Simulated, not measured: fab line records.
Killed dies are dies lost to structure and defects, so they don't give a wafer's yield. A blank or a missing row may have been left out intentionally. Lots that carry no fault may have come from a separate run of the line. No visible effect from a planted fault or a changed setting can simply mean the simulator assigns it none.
Matching of chambers    flow n5-finfet    N5_BEOL_M10_ALD_74 on ald-metal-01 has 4 sister chambers
The step deposits TaN, target thk 2 nm, pulse time 2 s, purge time 3 s. 4 wafers are shown with their chamber, then 8 later ones without.

## EACH WAFER AND ITS CHAMBER
wafer   chamber  heater-power-w (W)
L083.1  1        451
L088.2  3        407
L088.6  2        443
L087.1  0        396

## WAFERS MISSING THEIR CHAMBER
wafer   heater-power-w (W)
L087.3  404
L087.5  397
L093.1  389
L093.4  429
L093.5  392
L096.4  404
L096.5  437
L096.6  396

## WHICH CHAMBER EACH ONE RAN IN
wafer   from the rows above           in truth
L087.3  can't be placed: 3 or 0       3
L087.5  can't be placed: 0 or 3       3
L093.1  can't be placed: 0 or 3       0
L093.4  can't be placed: 2 or 1 or 3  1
L093.5  can't be placed: 0 or 3       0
L096.4  can't be placed: 3 or 0       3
L096.5  can't be placed: 2 or 1       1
L096.6  can't be placed: 0 or 3       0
0 of 8 placed correctly. Cannot be placed on the basis of these rows: 8; the candidates contain the true chamber in 8. 0 placed wrongly.
How it was worked out, from the rows above alone: a wafer's distance from a chamber is the root of the sum, over the readings, of the square of ((its reading less the chamber's mean) divided by the reading's scatter). The wafer belongs to the nearest chamber; if the next one is less than 2 further off, it can't be placed. A chamber's mean is the mean of its shown wafers. The scatter: root of mean squared gap, hidden wafer to nearest shown wafer, with one shown wafer a chamber.
